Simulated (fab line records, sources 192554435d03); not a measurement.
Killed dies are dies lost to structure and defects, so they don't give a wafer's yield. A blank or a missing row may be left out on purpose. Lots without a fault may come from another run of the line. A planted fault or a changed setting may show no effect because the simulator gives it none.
Which tool did it? | flow n5_finfet | 22 lots, 66 wafers sampled, at 2 steps of a route of 1938

WHAT THE GAUGES READ, wafer by wafer
N5_DUMMY_GATE_CD_MEAS_50: target cd 14 nm.
lot  | measured    | on        | cd_nm (nm)
L074 | day 3 01:07 | cd_sem-03 | 13.8 13.7 13.5
L075 | day 3 08:46 | cd_sem-01 | 14.1 13.5 14.0
L076 | day 3 14:23 | cd_sem-02 | 14.6 14.3 14.4
L077 | day 3 18:44 | cd_sem-03 | 13.7 13.9 14.6
L078 | day 3 22:55 | cd_sem-01 | 13.9 14.6 14.1
L079 | day 4 04:34 | cd_sem-02 | 14.1 13.8 14.3
L080 | day 4 11:46 | cd_sem-03 | 14.4 13.6 14.1
L082 | day 4 21:43 | cd_sem-02 | 14.3 13.0 13.6
L083 | day 5 05:48 | cd_sem-03 | 14.0 13.7 14.8
L084 | day 5 13:46 | cd_sem-01 | 13.9 14.7 13.3
L085 | day 5 18:40 | cd_sem-03 | 13.8 13.9 13.4
L086 | day 6 05:03 | cd_sem-01 | 14.5 14.8 14.6
L087 | day 6 06:22 | cd_sem-02 | 14.3 14.0 14.6
L089 | day 6 16:32 | cd_sem-03 | 14.2 13.8 13.9
L090 | day 6 23:39 | cd_sem-01 | 14.3 14.5 14.0
L091 | day 7 03:26 | cd_sem-01 | 13.6 14.1 14.3
L092 | day 7 11:26 | cd_sem-02 | 14.3 13.6 14.5
L093 | day 7 17:13 | cd_sem-02 | 14.3 14.4 14.3
L094 | day 7 23:05 | cd_sem-03 | 14.1 14.6 14.4
L095 | day 8 04:30 | cd_sem-01 | 14.3 13.7 13.7
L096 | day 8 12:17 | cd_sem-01 | 14.3 13.7 14.2
L097 | day 8 17:16 | cd_sem-02 | 14.3 14.5 13.6

WHICH TOOL RAN EACH LOT (tool, then ch and the chambers of the sampled wafers, then the start)
lot  | N5_STI_FIN_REVEAL_OXIDATION_31
L074 | plasma_asher-02 ch 0,1, day 2 14:31
L075 | plasma_asher-02 ch 0,1, day 2 21:41
L076 | plasma_asher-02 ch 0, day 2 23:57
L077 | plasma_asher-01 ch 0,1, day 3 08:56
L078 | plasma_asher-02 ch 0,1, day 3 13:01
L079 | plasma_asher-02 ch 0,1, day 3 18:57
L080 | plasma_asher-01 ch 0,1, day 4 02:02
L082 | plasma_asher-01 ch 0,1, day 4 12:06
L083 | plasma_asher-02 ch 0, day 4 20:01
L084 | plasma_asher-01 ch 0,1, day 5 03:38
L085 | plasma_asher-01 ch 0,1, day 5 08:11
L086 | plasma_asher-02 ch 0,1, day 5 15:40
L087 | plasma_asher-02 ch 0,1, day 5 20:39
L089 | plasma_asher-01 ch 0,1, day 6 06:28
L090 | plasma_asher-02 ch 1, day 6 13:53
L091 | plasma_asher-02 ch 0,1, day 6 17:49
L092 | plasma_asher-01 ch 0,1, day 7 01:36
L093 | plasma_asher-01 ch 0,1, day 7 07:31
L094 | plasma_asher-02 ch 0,1, day 7 13:21
L095 | plasma_asher-02 ch 0,1, day 7 18:46
L096 | plasma_asher-02 ch 0,1, day 8 02:22
L097 | plasma_asher-02 ch 0,1, day 8 07:06
- N5_STI_FIN_REVEAL_OXIDATION_31: chemistry O2 PLASMA REMOTE, time 20 s.

WHAT THE TOOLS THEMSELVES READ (means of the sampled wafers that have a number; where no wafer has one, the mark that the record gives instead)
N5_STI_FIN_REVEAL_OXIDATION_31.
lot  | tool            | drypump_motor_current_A (A) | heater_power_w (W) | rf_fwd_power_W (W)
L074 | plasma_asher-02 | 5.2                         | 172                | 1979
L075 | plasma_asher-02 | 5.2                         | 170                | 1978
L076 | plasma_asher-02 | 5.5                         | 146                | 1971
L077 | plasma_asher-01 | 5.6                         | 137                | 1977
L078 | plasma_asher-02 | 5.2                         | 169                | 1981
L079 | plasma_asher-02 | 5.4                         | 162                | 1970
L080 | plasma_asher-01 | 6.0                         | 127                | 1982
L082 | plasma_asher-01 | 5.6                         | 138                | 1968
L083 | plasma_asher-02 | 5.5                         | 148                | 1966
L084 | plasma_asher-01 | 6.0                         | 127                | 1986
L085 | plasma_asher-01 | 5.6                         | 140                | 1972
L086 | plasma_asher-02 | 5.2                         | 174                | 1980
L087 | plasma_asher-02 | 5.4                         | 159                | 1970
L089 | plasma_asher-01 | 5.6                         | 136                | 1981
L090 | plasma_asher-02 | 5.1                         | 186                | 1978
L091 | plasma_asher-02 | 5.3                         | 158                | 1975
L092 | plasma_asher-01 | 6.0                         | 128                | 1980
L093 | plasma_asher-01 | 5.6                         | 139                | 1978
L094 | plasma_asher-02 | 5.4                         | 159                | 1973
L095 | plasma_asher-02 | 5.4                         | 158                | 1967
L096 | plasma_asher-02 | 5.4                         | 157                | 1975
L097 | plasma_asher-02 | 5.4                         | 158                | 1977

THE ANSWER, worked out from the rows above alone
Rule: what is usual is taken from the lots themselves. Put in order of their means at a reading, lots are off if they are a third of the lots or fewer, leave a main group of 4 or more, and stand apart from it by a gap of 3 or more times the standard deviation of the main group's means; of several such gaps the widest counts. A main group whose means are all the same, to the digits that the tables above print for the reading, isn't used. A lot without any number at a reading at which 4 lots or more have one is off too. The other lots that the step has rows for count as sound. The gauges are gone through in route order, then the tools' own readings, and for those a lot's mean is taken as printed above. The first step at which some lot is off is used, and at that step the reading that is off furthest; a lot without a number counts as furthest.
No lot is off at any reading shown: from this, nothing can be told.

WHAT THE SIMULATOR HAD PUT IN
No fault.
